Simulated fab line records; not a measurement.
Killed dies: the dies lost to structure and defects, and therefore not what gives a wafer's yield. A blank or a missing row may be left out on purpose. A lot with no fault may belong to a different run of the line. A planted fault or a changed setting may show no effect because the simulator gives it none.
Which tool was responsible? ; flow nand_harc ; 72 wafers from 24 lots sampled at 6 of the route's 1302 steps

== WHAT THE GAUGES READ, wafer by wafer ==
NHARC_P_GATE_CD_MEAS_91: target cd 2000 nm. Usual: cd_nm reads 2000.4 nm (standard deviation 1.9).
lot;measured;on;cd_nm (nm);flag
L074;day 5 23:37;cd_sem-02;2002.0 2005.2 2001.6;
L075;day 6 00:08;cd_sem-01;2001.1 2001.0 1998.2;
L076;day 6 12:29;cd_sem-03;2001.2 2002.0 2001.1;
L077;day 6 16:19;cd_sem-01;2000.8 1999.7 1999.3;
L078;day 7 05:37;cd_sem-01;1998.6 2002.5 2001.7;
L079;day 7 23:04;cd_sem-01;1996.8 2001.8 1998.6;
L080;day 8 01:49;cd_sem-03;1998.8 1998.6 2000.0;
L081;day 8 13:14;cd_sem-01;1999.7 2001.5 1999.2;
L082;day 9 00:08;cd_sem-02;1999.3 1997.7 1999.5;
L083;day 9 09:50;cd_sem-02;1999.5 2000.1 1998.7;
L084;day 9 19:30;cd_sem-03;2001.5 2000.3 2001.3;
L085;day 10 09:41;cd_sem-01;1995.8 1997.7 1996.1;
L086;day 10 12:24;cd_sem-01;2004.9 2001.1 2003.0;
L087;day 11 03:53;cd_sem-02;2000.1 1999.7 2002.8;
L088;day 11 16:59;cd_sem-03;2000.2 2003.1 2000.7;
L089;day 11 23:05;cd_sem-02;2001.2 1999.5 2001.7;
L090;day 12 12:11;cd_sem-03;2000.8 2000.8 1998.7;
L091;day 13 00:51;cd_sem-03;1997.2 1999.7 1998.6;
L092;day 13 05:12;cd_sem-01;1997.0 1998.7 1999.6;
L093;day 13 12:05;cd_sem-03;1998.6 2002.0 1999.6;
L094;day 14 08:34;cd_sem-01;1998.9 2000.6 2001.4;
L095;day 14 13:05;cd_sem-03;1997.6 2000.3 1996.6;
L096;day 14 23:20;cd_sem-02;2002.1 2002.9 2000.3;
L097;day 15 12:41;cd_sem-01;2000.5 2002.7 2002.6;

NHARC_P_M1_OVL_MEAS_10: pitch 260 nm. Usual: overlay_x_nm 0.2 nm, standard deviation 0.73; overlay_y_nm 0.0 nm, standard deviation 0.91.
lot;measured;on;overlay_x_nm (nm);overlay_y_nm (nm);flag
L074;day 6 13:29;overlay-02;0.9 0.5 0.7;-0.9 -1.0 -0.8;
L075;day 6 13:38;overlay-01;0.4 0.3 0.6;-0.2 -0.1 -0.1;
L076;day 7 01:49;overlay-01;-0.8 -0.6 -1.2;-0.1 0.0 0.3;
L077;day 7 05:15;overlay-02;-0.1 -0.3 -0.2;0.4 0.4 0.6;
L078;day 7 18:37;overlay-01;1.2 1.2 0.8;0.9 0.6 0.1;
L079;day 8 13:22;overlay-01;-0.7 0.2 -0.4;-1.2 -1.3 -1.2;
L080;day 8 14:48;overlay-01;-0.2 -0.5 -0.1;0.2 -0.1 -0.1;
L081;day 9 02:28;overlay-02;-0.3 -1.1 -0.2;0.2 -0.1 -0.7;
L082;day 9 13:10;overlay-01;-0.7 0.0 -0.9;0.1 0.7 0.5;
L083;day 9 23:50;overlay-01;-1.4 -0.8 -1.5;1.5 1.1 1.8;
L084;day 10 08:23;overlay-02;0.6 0.2 0.5;1.3 0.3 0.2;
L085;day 10 22:56;overlay-02;0.2 -0.1 0.5;-0.2 -0.5 -0.1;
L086;day 11 01:35;overlay-02;-0.1 0.4 -0.3;-0.9 -1.4 -0.6;
L087;day 11 16:37;overlay-01;0.7 0.5 1.1;0.4 0.1 -0.1;
L088;day 12 05:58;overlay-02;0.3 0.2 0.0;1.9 1.3 2.0;
L089;day 12 12:00;overlay-02;2.0 1.3 1.7;-0.4 0.3 -0.6;
L090;day 13 01:25;overlay-01;-1.0 -0.3 0.1;0.1 -0.1 0.0;
L091;day 13 13:55;overlay-01;-0.1 -0.1 -0.2;-0.7 -0.9 -0.4;
L092;day 13 18:26;overlay-02;-0.2 -0.2 -0.8;-0.3 -0.3 0.1;
L093;day 14 01:11;overlay-01;0.9 0.5 0.9;-0.4 -0.7 -0.8;
L094;day 14 21:34;overlay-01;0.1 0.6 0.4;-1.6 -1.1 -1.5;
L095;day 15 02:08;overlay-01;1.4 1.2 0.9;-1.1 -0.8 -1.0;
L096;day 15 12:32;overlay-01;-0.2 -0.3 0.2;1.4 0.9 0.2;
L097;day 16 01:40;overlay-01;0.2 0.1 0.0;1.9 1.6 2.0;

== TOOL THAT RAN EACH LOT (tool first, then ch and the chambers of the sampled wafers, then the start) ==
lot;NHARC_P_GATE_STRIP_111;NHARC_P_GATE_DESCUM_93;NHARC_P_CONTACT_DEP_30;NHARC_P_M0_ANNEAL_30
L074;plasma_asher-02 ch 0,1, day 5 20:47;rie_diel-01 ch 0,1, day 5 23:47;pecvd-02 ch 1,2, day 6 02:54;rtp_anneal-01 ch 0, day 6 10:59
L075;plasma_asher-01 ch 0,1, day 5 21:16;rie_diel-01 ch 0,1, day 6 00:17;pecvd-01 ch 1,2, day 6 03:36;rtp_anneal-02 ch 0, day 6 11:26
L076;plasma_asher-02 ch 0,1, day 6 09:42;rie_diel-05 ch 0,3, day 6 12:40;pecvd-02 ch 0,2, day 6 15:37;rtp_anneal-02 ch 0, day 6 23:37
L077;plasma_asher-01 ch 0,1, day 6 13:37;rie_diel-05 ch 0,2,3, day 6 16:30;pecvd-02 ch 0,1,2, day 6 19:32;rtp_anneal-02 ch 0, day 7 03:01
L078;plasma_asher-01 ch 0,1, day 7 02:51;rie_diel-05 ch 1,2, day 7 05:46;pecvd-02 ch 0,2, day 7 08:47;rtp_anneal-01 ch 0, day 7 16:27
L079;plasma_asher-01 ch 0,1, day 7 20:01;rie_diel-02 ch 1,2, day 7 23:16;pecvd-02 ch 1,2, day 8 02:37;rtp_anneal-02 ch 0, day 8 11:16
L080;plasma_asher-02 ch 0,1, day 7 23:06;rie_diel-05 ch 1,2, day 8 01:59;pecvd-01 ch 0,1, day 8 05:00;rtp_anneal-01 ch 0, day 8 12:37
L081;plasma_asher-01 ch 0,1, day 8 10:16;rie_diel-05 ch 0,1,2, day 8 13:23;pecvd-01 ch 0,2, day 8 16:25;rtp_anneal-01 ch 0, day 9 00:15
L082;plasma_asher-01 ch 0, day 8 21:19;rie_diel-05 ch 1,2, day 9 00:17;pecvd-01 ch 0,1,2, day 9 03:14;rtp_anneal-01 ch 0, day 9 11:00
L083;plasma_asher-01 ch 0,1, day 9 06:57;rie_diel-01 ch 0,2,3, day 9 10:01;pecvd-03 ch 0,1,2, day 9 13:29;rtp_anneal-02 ch 0, day 9 21:31
L084;plasma_asher-01 ch 0,1, day 9 16:39;rie_diel-02 ch 0,1,2, day 9 19:40;pecvd-03 ch 0,2, day 9 22:40;rtp_anneal-01 ch 0, day 10 06:13
L085;plasma_asher-02 ch 0,1, day 10 06:45;rie_diel-02 ch 0,1, day 10 09:52;pecvd-01 ch 1,2, day 10 13:02;rtp_anneal-01 ch 0, day 10 20:44
L086;plasma_asher-01 ch 0,1, day 10 09:28;rie_diel-05 ch 0,2,3, day 10 12:34;pecvd-01 ch 0,2, day 10 15:32;rtp_anneal-02 ch 0, day 10 23:27
L087;plasma_asher-02 ch 0,1, day 11 00:59;rie_diel-02 ch 0,3, day 11 04:03;pecvd-01 ch 0,1,2, day 11 07:06;rtp_anneal-02 ch 0, day 11 14:29
L088;plasma_asher-01 ch 0,1, day 11 14:03;rie_diel-05 ch 0,1,3, day 11 17:08;pecvd-01 ch 0,1,2, day 11 20:10;rtp_anneal-01 ch 0, day 12 03:40
L089;plasma_asher-02 ch 0,1, day 11 20:25;rie_diel-05 ch 0,1, day 11 23:15;pecvd-01 ch 0,1,2, day 12 02:21;rtp_anneal-01 ch 0, day 12 09:59
L090;plasma_asher-02 ch 0,1, day 12 09:21;rie_diel-02 ch 0,3, day 12 12:23;pecvd-03 ch 0,1,2, day 12 15:26;rtp_anneal-01 ch 0, day 12 23:07
L091;plasma_asher-01 ch 0,1, day 12 22:01;rie_diel-02 ch 0,2, day 13 01:02;pecvd-01 ch 0,2, day 13 03:59;rtp_anneal-02 ch 0, day 13 11:37
L092;plasma_asher-02 ch 0,1, day 13 02:24;rie_diel-01 ch 0,2, day 13 05:22;pecvd-02 ch 0,1,2, day 13 08:20;rtp_anneal-01 ch 0, day 13 16:01
L093;plasma_asher-01 ch 0,1, day 13 09:17;rie_diel-02 ch 0,1, day 13 12:15;pecvd-01 ch 0,1, day 13 15:17;rtp_anneal-02 ch 0, day 13 23:03
L094;plasma_asher-02 ch 0,1, day 14 05:43;rie_diel-02 ch 0,1, day 14 08:44;pecvd-03 ch 0,1,2, day 14 11:50;rtp_anneal-02 ch 0, day 14 19:25
L095;plasma_asher-02 ch 1, day 14 10:11;rie_diel-02 ch 0,2,3, day 14 13:15;pecvd-02 ch 1,2, day 14 16:13;rtp_anneal-02 ch 0, day 14 23:52
L096;plasma_asher-01 ch 0,1, day 14 20:29;rie_diel-05 ch 1,2,3, day 14 23:29;pecvd-03 ch 1,2, day 15 02:35;rtp_anneal-02 ch 0, day 15 10:21
L097;plasma_asher-02 ch 0,1, day 15 09:58;rie_diel-01 ch 1,3, day 15 12:52;pecvd-02 ch 1,2, day 15 15:57;rtp_anneal-02 ch 0, day 15 23:37
- NHARC_P_GATE_STRIP_111: strips in N2/H2, time 250 s.
- NHARC_P_GATE_DESCUM_93: chemistry O2, time 3 s.
- NHARC_P_CONTACT_DEP_30: deposits SiNx, target thk 30 nm.
- NHARC_P_M0_ANNEAL_30: time 90 s.

== AS READ BY THE TOOLS THEMSELVES (means over the sampled wafers that have a number; for cases with no such wafer, the mark the record gives instead) ==
NHARC_P_GATE_STRIP_111. Usual: drypump_motor_current_A 5.6 A, standard deviation 0.59; heater_power_w 97 W, standard deviation 5.9.
lot;tool;drypump_motor_current_A (A);heater_power_w (W);flag
L074;plasma_asher-02;5.1;105;
L075;plasma_asher-01;6.2;94;
L076;plasma_asher-02;4.9;103;
L077;plasma_asher-01;6.1;96;
L078;plasma_asher-01;6.0;94;
L079;plasma_asher-01;6.1;96;
L080;plasma_asher-02;4.9;102;
L081;plasma_asher-01;6.0;93;
L082;plasma_asher-01;6.3;88;
L083;plasma_asher-01;6.2;91;
L084;plasma_asher-01;6.1;94;
L085;plasma_asher-02;4.9;103;
L086;plasma_asher-01;6.1;92;
L087;plasma_asher-02;5.1;105;
L088;plasma_asher-01;6.1;93;
L089;plasma_asher-02;4.9;99;
L090;plasma_asher-02;4.9;97;
L091;plasma_asher-01;6.2;92;
L092;plasma_asher-02;5.1;102;
L093;plasma_asher-01;6.0;94;
L094;plasma_asher-02;5.1;102;
L095;plasma_asher-02;4.8;95;
L096;plasma_asher-01;6.1;93;
L097;plasma_asher-02;4.9;98;

NHARC_P_GATE_DESCUM_93. Usual: drypump_motor_current_A 5.5 A, standard deviation 0.5; oes_product_au 1.003 a.u., standard deviation 0.011; rf_vpp_V 57.9 V, standard deviation 0.8; showerhead_plenum_p_Torr 1.94 Torr, standard deviation 0.073; throttle_valve_pct 11.312 %, standard deviation 0.0088.
lot;tool;drypump_motor_current_A (A);oes_product_au (a.u.);rf_vpp_V (V);showerhead_plenum_p_Torr (Torr);throttle_valve_pct (%);flag
L074;rie_diel-01;6.2;1.006;58.0;1.99;11.314;
L075;rie_diel-01;6.2;1.011;58.2;1.99;11.302;
L076;rie_diel-05;5.7;1.007;58.6;1.93;11.306;
L077;rie_diel-05;5.4;1.011;57.8;1.97;11.309;
L078;rie_diel-05;5.3;1.002;58.6;1.96;11.298;
L079;rie_diel-02;5.5;0.996;57.4;1.88;11.311;
L080;rie_diel-05;5.3;1.002;58.4;1.96;11.315;
L081;rie_diel-05;5.3;1.000;58.7;1.94;11.308;
L082;rie_diel-05;5.2;1.006;57.7;1.96;11.316;
L083;rie_diel-01;5.9;0.999;58.2;1.94;11.307;
L084;rie_diel-02;5.4;0.999;57.7;1.92;11.317;
L085;rie_diel-02;5.0;1.001;57.4;1.94;11.321;
L086;rie_diel-05;5.4;1.015;57.9;1.97;11.313;
L087;rie_diel-02;4.9;1.019;57.8;1.99;11.318;
L088;rie_diel-05;5.7;1.009;57.9;1.90;11.306;
L089;rie_diel-05;5.6;0.996;58.0;1.87;11.315;
L090;rie_diel-02;4.9;1.008;57.9;1.98;11.321;
L091;rie_diel-02;5.6;0.996;58.8;1.94;11.308;
L092;rie_diel-01;6.0;1.002;57.5;1.93;11.308;
L093;rie_diel-02;5.0;1.000;57.7;1.94;11.307;
L094;rie_diel-02;5.2;1.004;57.7;1.90;11.311;
L095;rie_diel-02;5.2;1.007;57.9;1.96;11.315;
L096;rie_diel-05;5.6;0.999;56.8;1.91;11.304;
L097;rie_diel-01;6.1;0.993;58.7;2.02;11.303;

NHARC_P_CONTACT_DEP_30. Usual: heater_power_w reads 647 W (standard deviation 77).
lot;tool;heater_power_w (W);flag
L074;pecvd-02;569;
L075;pecvd-01;607;
L076;pecvd-02;679;
L077;pecvd-02;661;
L078;pecvd-02;649;
L079;pecvd-02;602;
L080;pecvd-01;625;
L081;pecvd-01;639;
L082;pecvd-01;655;
L083;pecvd-03;691;
L084;pecvd-03;674;
L085;pecvd-01;634;
L086;pecvd-01;653;
L087;pecvd-01;636;
L088;pecvd-01;577;
L089;pecvd-01;609;
L090;pecvd-03;708;
L091;pecvd-01;611;
L092;pecvd-02;703;
L093;pecvd-01;596;
L094;pecvd-03;707;
L095;pecvd-02;642;
L096;pecvd-03;663;
L097;pecvd-02;613;

NHARC_P_M0_ANNEAL_30. Usual: wafer_temp_C_max reads 225.9 (standard deviation 0.44).
lot;tool;wafer_temp_C_max;flag
L074;rtp_anneal-01;226.0;
L075;rtp_anneal-02;225.4;
L076;rtp_anneal-02;225.5;
L077;rtp_anneal-02;225.5;
L078;rtp_anneal-01;226.1;
L079;rtp_anneal-02;225.7;
L080;rtp_anneal-01;226.6;
L081;rtp_anneal-01;226.4;
L082;rtp_anneal-01;225.8;
L083;rtp_anneal-02;225.5;
L084;rtp_anneal-01;226.1;
L085;rtp_anneal-01;226.3;
L086;rtp_anneal-02;225.4;
L087;rtp_anneal-02;225.4;
L088;rtp_anneal-01;226.2;
L089;rtp_anneal-01;226.0;
L090;rtp_anneal-01;226.3;
L091;rtp_anneal-02;225.7;
L092;rtp_anneal-01;226.1;
L093;rtp_anneal-02;225.5;
L094;rtp_anneal-02;225.8;
L095;rtp_anneal-02;225.5;
L096;rtp_anneal-02;225.4;
L097;rtp_anneal-02;225.4;

== THE ANSWER, worked out from the rows above alone ==
Rule: lot off if the mean of its wafers having a number is beyond 3 standard deviations from the usual mean. A lot without any number at a reading at which 4 lots or more have one is off too. Where the step has rows for the other lots, those lots are counted as sound. After the gauges, taken in route order, come the tools' own readings; for these a lot's mean is taken, as printed above. At the first step where some lot is off, the reading lying furthest off is the one used; lots without a number count as furthest.
None of the lots is off at any reading shown; this tells nothing.

== WHAT HAD BEEN PUT IN BY THE SIMULATOR ==
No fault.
